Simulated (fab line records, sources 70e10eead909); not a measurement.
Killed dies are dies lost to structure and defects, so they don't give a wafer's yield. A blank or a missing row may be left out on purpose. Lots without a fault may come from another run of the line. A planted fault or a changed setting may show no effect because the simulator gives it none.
fab line records | flow nand_harc | part 1 of 2: steps 1 to 24 of 37
record lots=5 wafers=15 last_day=33
route steps=1302 shown THIN_TSV@1249
lots that met no fault: from a run of the same line without faults
start_h: hours from the record's first day to the start of the lot's first wafer shown | wait_h: hours since the lot's step before | " the same as in the row above | L1.1+2: a row that stands for several wafers | - no value, or no start given | * or withheld: withheld | < > ~ a bound
route shown NAME@n: a module of which the file shows steps, and the number in the route of the first | usual: mean/standard deviation of fault-free wafers | same: alike in all rows | chamber/n: place in a boat | sites: the reading at each site | _std_site: their standard deviation | _edge_site: outer sites' mean less inner sites' | radius_mm: how far each site lies from the wafer's centre | mask NAME#n: copy n | behind: the tool/chamber that last shaped the wafer | hold: why the lot was held/for how many hours/how that ended | device: the transistor (n, p or np) that didn't switch | end of line: the same wafers' tests at the end of the route | a step without rows: its recipe alone | killed: dies lost to structure and defects at the first sort, not the wafer's yield | map: a wafer's dies, x killed, . not, _ none there
set.NAME: the setting as run; set.NAME@STEP: as run at that earlier step | model.NAME: the simulator's own value behind a step, which no gauge read
lots at some steps of the route; a table a step, a row a wafer
services: from which hour (start_h, from the record's first day; less than 0 if before it) a tool's chamber was out of use, for how many hours, and why
## steps
# step NHARC_THIN_TSV_SRD_42
# columns lot.wafer tool chamber start_h wait_h
L081.1+6+5 wet_bench-08 3,4,5 - -
L084.4+3+5 wet_bench-08 7,0,2 - -
L087.2+4+5 wet_bench-08 3,6,0 - -
L093.2+3+5 wet_bench-10 0,2,5 - -
L096.5+2+6 wet_bench-08 3,4,5 - -
# step NHARC_THIN_TSV_DEP_43
# recipe target_thk_a=13285 temp_c=withheld pressure_torr=6.5 rf_w=900 teos_flow_sccm=161.4 flow_sccm=2650 target_thk_nm=1328.5 gas=O2 material=SiO2
# usual throttle_valve_pct=16.2/0.43
# columns lot.wafer tool chamber start_h wait_h throttle_valve_pct
L081.1 pecvd-02 0 613.13 - 16.5
L081.6 " 0 " " 16.0
L081.5 " 2 " " 15.0
L084.3 pecvd-03 2 646.43 - 16.3
L084.4 " 0 " " 16.0
L084.5 " 2 " " 16.5
L087.2 pecvd-02 1 677.03 - 15.6
L087.5 " 2 " " 15.1
L087.4 " 0 " " 16.2
L093.3 pecvd-01 1 755.50 - 16.6
L093.2 " 0 " " 16.1
L093.5 " 2 " " 16.6
L096.2 pecvd-01 2 774.19 - 16.6
L096.6 " 2 " " 16.6
L096.5 " 0 " " 16.1
# step NHARC_THIN_TSV_DEHYDRATE_04
# recipe temp_c=150 time_s=120
# usual chill_plate_temp_C=23.01/0.097
# same time_s=120
# columns lot.wafer tool chamber start_h wait_h chill_plate_temp_C
L081.1 litho_track-05 0 613.53 - 22.94
L081.5 " 0 " " 22.84
L081.6 " 0 " " 22.85
L084.3 litho_track-03 0 646.75 - 23.04
L084.4 " 0 " " 22.87
L084.5 " 0 " " 23.05
L087.2 litho_track-07 0 677.43 - 23.05
L087.4 " 0 " " 23.01
L087.5 " 0 " " 23.06
L093.2 litho_track-05 0 755.90 - 23.14
L093.3 " 0 " " 23.10
L093.5 " 0 " " 23.11
L096.2 litho_track-07 0 774.60 - 22.90
L096.5 " 0 " " 23.00
L096.6 " 0 " " 23.13
# step NHARC_THIN_TSV_HMDS_05
# recipe time_s=30
# usual chill_plate_temp_C=22.98/0.12
# same time_s=30
# columns lot.wafer tool chamber start_h wait_h chill_plate_temp_C
L081.1 litho_track-05 0 - - 22.91
L081.5 " 0 " " 22.73
L081.6 " 0 " " 22.84
L084.3 litho_track-03 0 - - 23.07
L084.4 " 0 " " 22.93
L084.5 " 0 " " 23.03
L087.2 litho_track-07 0 - - 22.78
L087.4 " 0 " " 22.82
L087.5 " 0 " " 22.82
L093.2 litho_track-05 0 - - 23.25
L093.3 " 0 " " 22.95
L093.5 " 0 " " 22.98
L096.2 litho_track-07 0 - - 23.00
L096.5 " 0 " " 22.99
L096.6 " 0 " " 23.03
# step NHARC_THIN_TSV_COAT_06
# recipe spin_rpm=*
# usual chill_plate_temp_C=22.98/0.1
# columns lot.wafer tool chamber start_h wait_h chill_plate_temp_C
L081.1 litho_track-05 0 - - 23.09
L081.5 " 0 " " 23.12
L081.6 " 0 " " 23.03
L084.3 litho_track-03 0 - - 22.91
L084.4 " 0 " " 23.02
L084.5 " 0 " " 22.93
L087.2 litho_track-07 0 - - 23.16
L087.4 " 0 " " 22.82
L087.5 " 0 " " 22.87
L093.2 litho_track-05 0 - - 22.89
L093.3 " 0 " " 23.03
L093.5 " 0 " " 22.85
L096.2 litho_track-07 0 - - 22.99
L096.5 " 0 " " 22.99
L096.6 " 0 " " 22.98
# step NHARC_THIN_TSV_SOFTBAKE_07
# recipe temp_c=122 time_s=95
# usual chill_plate_temp_C=23.02/0.1
# same time_s=95
# columns lot.wafer tool chamber start_h wait_h chill_plate_temp_C
L081.1 litho_track-05 0 - - 23.08
L081.5 " 0 " " 23.10
L081.6 " 0 " " 22.99
L084.3 litho_track-03 0 - - 22.94
L084.4 " 0 " " 22.86
L084.5 " 0 " " 22.93
L087.2 litho_track-07 0 - - 22.88
L087.4 " 0 " " 22.96
L087.5 " 0 " " 22.98
L093.2 litho_track-05 0 - - 22.92
L093.3 " 0 " " 22.99
L093.5 " 0 " " 22.98
L096.2 litho_track-07 0 - - 23.02
L096.5 " 0 " " 22.90
L096.6 " 0 " " 23.10
# step NHARC_THIN_TSV_EBR_08
# usual chill_plate_temp_C=23.01/0.096
# columns lot.wafer tool chamber start_h wait_h chill_plate_temp_C
L081.1 litho_track-05 0 - - 22.89
L081.5 " 0 " " 23.02
L081.6 " 0 " " 22.94
L084.3 litho_track-03 0 - - 22.92
L084.4 " 0 " " 22.89
L084.5 " 0 " " 22.85
L087.2 litho_track-07 0 - - 22.88
L087.4 " 0 " " 22.95
L087.5 " 0 " " 22.95
L093.2 litho_track-05 0 - - 23.00
L093.3 " 0 " " 22.96
L093.5 " 0 " " 23.08
L096.2 litho_track-07 0 - - 23.01
L096.5 " 0 " " 22.95
L096.6 " 0 " " 23.03
# step NHARC_THIN_TSV_EXPOSE_09
# recipe na=0.55 dose_mj=30.7 mask_id=TSV
# columns lot.wafer tool chamber start_h wait_h mask
L081.1+5+6 krf_scanner-03 0 613.80 - TSV#0
L084.3+4+5 krf_scanner-03 0 646.90 - TSV#0
L087.2+4+5 krf_scanner-03 0 677.71 - TSV#0
L093.2+3+5 krf_scanner-03 0 756.17 - TSV#0
L096.2+5+6 krf_scanner-04 0 774.75 - TSV#0
# step NHARC_THIN_TSV_PEB_10
# recipe peb_temp_c=118 peb_time_s=85
# usual chill_plate_temp_C=23.01/0.091
# columns lot.wafer tool chamber start_h wait_h chill_plate_temp_C
L081.1 litho_track-05 0 613.86 0.1 22.89
L081.5 " 0 " " 23.14
L081.6 " 0 " " 22.98
L084.3 litho_track-07 0 646.96 0.1 23.05
L084.4 " 0 " " 22.93
L084.5 " 0 " " 23.15
L087.2 litho_track-05 0 677.77 0.1 23.11
L087.4 " 0 " " 22.97
L087.5 " 0 " " 22.89
L093.2 litho_track-03 0 756.23 0.1 22.92
L093.3 " 0 " " 22.89
L093.5 " 0 " " 22.96
L096.2 litho_track-07 0 774.81 0.1 23.03
L096.5 " 0 " " 23.01
L096.6 " 0 " " 22.88
# step NHARC_THIN_TSV_DEVELOP_11
# recipe time_s=70
# usual chill_plate_temp_C=23.02/0.11
# same time_s=70
# columns lot.wafer tool chamber start_h wait_h chill_plate_temp_C
L081.1 litho_track-05 0 - - 23.10
L081.5 " 0 " " 23.10
L081.6 " 0 " " 22.91
L084.3 litho_track-07 0 - - 23.10
L084.4 " 0 " " 22.93
L084.5 " 0 " " 23.10
L087.2 litho_track-05 0 - - 23.03
L087.4 " 0 " " 23.01
L087.5 " 0 " " 22.98
L093.2 litho_track-03 0 - - 23.19
L093.3 " 0 " " 23.00
L093.5 " 0 " " 23.20
L096.2 litho_track-07 0 - - 23.08
L096.5 " 0 " " 22.96
L096.6 " 0 " " 22.93
# step NHARC_THIN_TSV_CD_MEAS_12
# recipe target_cd_nm=1000 landing_energy_ev=500
# usual cd_nm=999.0/1.9
# columns lot.wafer tool chamber start_h wait_h cd_nm
L081.1 cd_sem-02 0 613.95 - 998.6
L081.5 " 0 " " 1002.5
L081.6 " 0 " " 999.8
L084.3 cd_sem-03 0 647.05 - 995.6
L084.4 " 0 " " 996.5
L084.5 " 0 " " 997.3
L087.2 cd_sem-01 0 677.86 - 997.5
L087.4 " 0 " " 996.1
L087.5 " 0 " " 997.1
L093.2 cd_sem-01 0 756.33 - 994.5
L093.3 " 0 " " 999.0
L093.5 " 0 " " 996.5
L096.2 cd_sem-01 0 774.90 - 998.5
L096.5 " 0 " " 1001.5
L096.6 " 0 " " 998.1
# step NHARC_THIN_TSV_HARDBAKE_13
# recipe temp_c=125 time_s=80
# usual chill_plate_temp_C=23.00/0.11
# same time_s=80
# columns lot.wafer tool chamber start_h wait_h chill_plate_temp_C
L081.1 litho_track-05 0 614.03 - 23.12
L081.5 " 0 " " 23.30
L081.6 " 0 " " 23.12
L084.3 litho_track-03 0 647.13 - 23.05
L084.4 " 0 " " 23.03
L084.5 " 0 " " 23.03
L087.2 litho_track-07 0 677.94 - 22.97
L087.4 " 0 " " 23.06
L087.5 " 0 " " 22.89
L093.2 litho_track-07 0 756.41 - 22.93
L093.3 " 0 " " 22.98
L093.5 " 0 " " 23.13
L096.2 litho_track-03 0 774.98 - 23.02
L096.5 " 0 " " 23.10
L096.6 " 0 " " 23.08
# step NHARC_THIN_TSV_DESCUM_14
# recipe time_s=3 o2_flow_sccm=200 ar_flow_sccm=0 bias_power_w=0 chemistry=O2
# usual drypump_motor_current_A=5.9/0.61 mfc_ar_sccm=0.008/0.0098 oes_product_au=0.995/0.0086 rf_vpp_V=57.6/0.95 showerhead_plenum_p_Torr=1.92/0.075 throttle_valve_pct=11.310/0.0091
# same time_s=3
# columns lot.wafer tool chamber start_h wait_h drypump_motor_current_A mfc_ar_sccm oes_product_au rf_hours_counter_h rf_vpp_V showerhead_plenum_p_Torr throttle_valve_pct
L081.1 rie_diel-10 3 614.12 - 6.2 0.001 0.996 0.5 58.7 1.97 11.314
L081.6 " 2 " " 6.1 0 0.985 - 57.5 1.88 11.308
L081.5 " 3 " " 6.2 0.001 0.991 - 57.0 1.97 11.319
L084.4 rie_diel-11 1 647.22 - 5.9 0.012 0.990 1.9 56.9 1.82 11.309
L084.3 " 3 " " 6.4 0.007 0.994 1.4 56.9 1.92 11.318
L084.5 " 0 " " 6.7 0.025 0.993 - 56.9 2.04 11.319
L087.4 rie_diel-10 2 678.03 - 6.1 0 0.994 4.7 57.7 1.88 11.296
L087.2 " 3 " " 6.2 0.001 1.006 5.2 58.7 1.96 11.297
L087.5 " 1 " " 6.5 0 1.006 - 57.3 1.86 11.306
L093.3 rie_diel-11 0 756.49 - 6.6 0.025 1.002 5.4 57.1 2.04 11.301
L093.2 " 2 " " 5.5 0.025 0.996 6.5 57.4 1.87 11.323
L093.5 " 3 " " 6.4 0.007 1.000 - 56.8 1.92 11.310
L096.2 rie_diel-11 0 775.07 - 6.6 0.025 1.012 7.1 59.3 2.04 11.321
L096.6 " 0 " " 6.6 0.025 0.995 - 57.9 2.04 11.312
L096.5 " 1 " " 5.8 0.012 0.978 - 58.9 1.82 11.319
# step NHARC_THIN_TSV_ETCH_44
# recipe target_depth_a=15942 time_s=797.1 cf4_flow_sccm=150 o2_flow_sccm=10 ar_flow_sccm=0 rf_w=300 bias_w=800 chemistry=CF4/O2
# usual drypump_motor_current_A=5.9/0.63 mfc_ar_sccm=0.009/0.01 oes_product_au=0.996/0.0093 rf_vpp_V=794/4.1 showerhead_plenum_p_Torr=1.83/0.065 throttle_valve_pct=16.914/0.0098
# same time_s=797.1
# columns lot.wafer tool chamber start_h wait_h drypump_motor_current_A mfc_ar_sccm oes_product_au rf_hours_counter_h rf_vpp_V showerhead_plenum_p_Torr throttle_valve_pct
L081.1 rie_diel-10 0 614.37 0.2 6.7 0 1.004 0.7 796 1.85 16.908
L081.6 " 1 " " 6.5 0 1.012 - 791 1.78 16.914
L081.5 " 2 " " 6.1 0 1.007 - 791 1.80 16.905
L084.4 rie_diel-11 1 647.29 0.1 5.9 0.012 0.990 2.0 789 1.75 16.922
L084.3 " 2 " " 5.5 0.025 1.007 1.9 791 1.80 16.913
L084.5 " 2 " " 5.5 0.025 1.015 - 792 1.80 16.917
L087.2 rie_diel-10 0 678.16 0.1 6.7 0 0.996 5.6 795 1.85 16.924
L087.4 " 1 " " 6.4 0 1.006 5.1 791 1.78 16.903
L087.5 " 0 " " 6.7 0 0.996 - 795 1.85 16.906
L093.3 rie_diel-11 1 756.57 0.1 5.8 0.012 0.980 6.7 787 1.75 16.912
L093.2 " 0 " " 6.7 0.025 0.995 5.5 800 1.95 16.913
L093.5 " 1 " " 5.8 0.012 0.978 - 788 1.75 16.917
L096.2 rie_diel-11 3 775.15 0.1 6.4 0.007 1.000 7.3 794 1.83 16.931
L096.5 " 3 " " 6.4 0.007 1.002 - 793 1.83 16.920
L096.6 " 0 " " 6.6 0.025 1.008 - 802 1.95 16.917
# step NHARC_THIN_TSV_ETCH_15
# recipe target_depth_a=30000 bosch_target_overetch_cycles=2 bosch_etch_step_s=2.8 bosch_dep_step_s=1.2 bosch_cycles=14
# usual drypump_motor_current_A=5.7/0.46
# same bosch_cycles=14 bosch_etch_step_s=2.8
# columns lot.wafer tool chamber start_h wait_h drypump_motor_current_A rf_hours_counter_h
L081.1 rie_si-01 1 614.81 - 4.9 0.3
L081.6 " 2 " " 6.6 -
L081.5 " 3 " " 5.4 -
L084.4 rie_si-02 3 647.87 - 5.1 0.1
L084.3 " 1 " " 6.0 0.0
L084.5 " 3 " " 5.1 -
L087.2 rie_si-06 3 678.68 - 5.9 0.3
L087.4 " 0 " " 5.5 0.4
L087.5 " 0 " " 5.5 -
L093.2 rie_si-02 1 757.15 - 6.0 0.7
L093.3 " 2 " " 5.8 0.7
L093.5 " 1 " " 6.0 -
L096.2 rie_si-02 2 775.73 - 5.9 0.8
L096.5 " 1 " " 6.0 -
L096.6 " 2 " " 5.9 -
# step NHARC_THIN_TSV_CD_MEAS_16
# usual cd_nm=998.8/2
# columns lot.wafer tool chamber start_h wait_h cd_nm
L081.1 cd_sem-03 - 614.93 0.1 997.4
L081.5 " - " " 1002.2
L081.6 " - " " 999.3
L084.3 cd_sem-01 - 648.02 0.1 996.2
L084.4 " - " " 996.5
L084.5 " - " " 997.9
L087.2 cd_sem-03 - 678.82 0.1 996.9
L087.4 " - " " 995.7
L087.5 " - " " 996.8
L093.2 cd_sem-01 - 757.29 0.1 995.2
L093.3 " - " " 998.6
L093.5 " - " " 996.0
L096.2 cd_sem-03 - 775.87 0.1 998.6
L096.5 " - " " 1001.2
L096.6 " - " " 997.7
# step NHARC_THIN_TSV_STRIP_45
# recipe power_w=1500 temp_c=250 chemistry=O2
# usual drypump_motor_current_A=5.9/0.43 heater_power_w=341/25
# columns lot.wafer tool chamber start_h wait_h drypump_motor_current_A heater_power_w rf_hours_counter_h
L081.1 plasma_asher-01 0 615.19 0.3 6.4 333 19
L081.5 " 1 " " 5.3 358 -
L081.6 " 0 " " 6.3 344 -
L084.4 plasma_asher-01 1 648.18 0.2 5.3 359 -
L084.3 " 0 " " 6.4 340 -
L084.5 " 0 " " 6.4 348 -
L087.2 plasma_asher-01 1 678.94 0.1 5.3 368 33
L087.4 " 1 " " 5.3 363 -
L087.5 " 0 " " 6.3 342 -
L093.2 plasma_asher-02 1 757.41 0.1 6.3 338 29
L093.3 " 0 " " 5.9 293 -
L093.5 " 1 " " 6.3 361 -
L096.2 plasma_asher-01 0 775.99 0.1 6.4 349 14
L096.5 " 1 " " 5.3 356 -
L096.6 " 0 " " 6.4 347 -
# step NHARC_THIN_TSV_STRIP_46
# recipe time_s=1200 temp_c=72.5 chemistry=post_etch_residue_remover
# same time_s=1200
# columns lot.wafer tool chamber start_h wait_h
L081.6+5+1 wet_bench-08 7,0,2 615.49 0.1
L084.5+4+3 wet_bench-10 3,4,5 648.43 0.1
L087.4+2+5 wet_bench-08 4,5,7 679.26 0.2
L093.2+5+3 wet_bench-08 0,2,3 757.71 0.3
L096.2+5+6 wet_bench-08 0,1,4 776.29 0.3
# step NHARC_THIN_TSV_DEP_47
# recipe target_thk_a=2000 temp_c=withheld pressure_torr=6.5 rf_w=900 teos_flow_sccm=161.4 flow_sccm=2650 target_thk_nm=200 gas=O2 material=SiO2
# usual throttle_valve_pct=16.1/0.48
# columns lot.wafer tool chamber start_h wait_h throttle_valve_pct
L081.1 pecvd-01 1 615.95 - 16.3
L081.5 " 1 " " 16.2
L081.6 " 2 " " 16.6
L084.3 pecvd-03 0 648.88 - 16.0
L084.5 " 0 " " 15.9
L084.4 " 1 " " 16.2
L087.2 pecvd-02 2 679.74 - 15.4
L087.4 " 2 " " 15.0
L087.5 " 0 " " 16.4
L093.2 pecvd-01 2 758.21 - 16.5
L093.3 " 0 " " 15.9
L093.5 " 1 " " 16.3
L096.2 pecvd-01 0 776.74 - 16.1
L096.5 " 0 " " 16.0
L096.6 " 2 " " 16.7
# step NHARC_THIN_TSV_ETCHBACK_48
# recipe target_depth_a=10285 over_etch_frac=0.3 time_s=405.17 ion_energy_ev=250 c4f8_flow_sccm=withheld ar_flow_sccm=withheld rf_w=600 bias_w=300 chemistry=C4F8/Ar
# usual oes_product_au=0.937/0.026 rf_vpp_V=546.9/3
# columns lot.wafer tool chamber start_h wait_h oes_product_au rf_hours_counter_h rf_vpp_V
L081.1 rie_diel-09 0 616.44 - 0.928 5.9 548.7
L081.5 " 1 " " 0.921 - 543.1
L081.6 " 0 " " 0.929 - 549.8
L084.4 rie_diel-11 0 649.32 - 0.924 2.0 552.4
L084.3 " 1 " " 0.912 2.5 542.7
L084.5 " 3 " " 0.931 - 546.7
L087.2 rie_diel-11 1 680.09 - 0.917 4.2 543.1
L087.5 " 1 " " 0.922 - 542.0
L087.4 " 3 " " 0.914 - 545.2
L093.2 rie_diel-11 1 758.60 - 0.906 7.3 543.8
L093.3 " 2 " " 0.917 7.2 546.0
L093.5 " 0 " " 0.922 - 551.3
L096.2 rie_diel-09 1 777.21 - 0.918 8.7 541.9
L096.6 " 0 " " 0.923 - 551.1
L096.5 " 1 " " 0.908 - 544.3
# step NHARC_THIN_TSV_STRIP_62
# recipe power_w=1500 temp_c=250 time_s=20 chemistry=N2/H2
# usual drypump_motor_current_A=5.9/0.41 heater_power_w=340/25
# same time_s=20
# columns lot.wafer tool chamber start_h wait_h drypump_motor_current_A heater_power_w rf_hours_counter_h
L081.1 plasma_asher-01 0 616.78 - 6.3 347 20
L081.5 " 0 " " 6.3 343 -
L081.6 " 1 " " 5.3 360 -
L084.4 plasma_asher-02 1 649.75 - 6.3 354 -
L084.3 " 0 " " 5.9 296 -
L084.5 " 0 " " 5.9 300 -
L087.2 plasma_asher-02 1 680.55 - 6.3 352 14
L087.4 " 1 " " 6.3 345 -
L087.5 " 1 " " 6.3 355 -
L093.2 plasma_asher-01 1 758.92 - 5.3 362 10
L093.3 " 0 " " 6.4 357 -
L093.5 " 1 " " 5.3 359 -
L096.2 plasma_asher-01 1 777.75 0.5 5.3 358 15
L096.6 " 0 " " 6.3 353 -
L096.5 " 1 " " 5.3 359 -
# step NHARC_THIN_TSV_DEGAS_49
# recipe temp_c=300 time_s=120
# usual heater_power_w=451/40
# same time_s=120
# columns lot.wafer tool chamber start_h wait_h heater_power_w
L081.1 pvd_sputter-02 - 616.99 0.2 370
L081.5 " - " " 453
L081.6 " - " " 466
L084.4 pvd_sputter-02 - 649.88 0.1 466
L084.3 " - " " 500
L084.5 " - " " 440
L087.4 pvd_sputter-01 - 680.69 0.1 467
L087.2 " - " " 478
L087.5 " - " " 470
L093.2 pvd_sputter-02 - 759.09 0.2 437
L093.3 " - " " 354
L093.5 " - " " 362
L096.2 pvd_sputter-02 - 777.92 0.1 458
L096.5 " - " " 448
L096.6 " - " " 352
# step NHARC_THIN_TSV_PRE_CLEAN_50
# recipe time_s=30 temp_c=280 gas=H2/He
# usual heater_power_w=399/34
# same time_s=30
# columns lot.wafer tool chamber start_h wait_h heater_power_w
L081.1 pvd_sputter-02 - - - 395
L081.6 " - " " 416
L081.5 " - " " 414
L084.4 pvd_sputter-02 - - - 444
L084.3 " - " " 310
L084.5 " - " " 427
L087.2 pvd_sputter-01 - - - 419
L087.4 " - " " 418
L087.5 " - " " 418
L093.2 pvd_sputter-02 - - - 382
L093.3 " - " " 404
L093.5 " - " " 438
L096.2 pvd_sputter-02 - - - 324
L096.6 " - " " 308
L096.5 " - " " 412
# step NHARC_THIN_TSV_PVD_19
# recipe target_thk_a=200 chamber_pressure_pa=5 material=TaN
# usual throttle_valve_pct=29.7/0.95
# columns lot.wafer tool chamber start_h wait_h throttle_valve_pct
L081.1 pvd_sputter-02 - - - 27.9
L081.6 " - " " 27.8
L081.5 " - " " 30.1
L084.4 pvd_sputter-02 - - - 29.4
L084.3 " - " " 29.7
L084.5 " - " " 29.8
L087.2 pvd_sputter-01 - - - 30.2
L087.4 " - " " 30.5
L087.5 " - " " 30.5
L093.2 pvd_sputter-02 - - - 29.1
L093.3 " - " " 29.4
L093.5 " - " " 29.4
L096.2 pvd_sputter-02 - - - 29.5
L096.6 " - " " 28.0
L096.5 " - " " 29.8
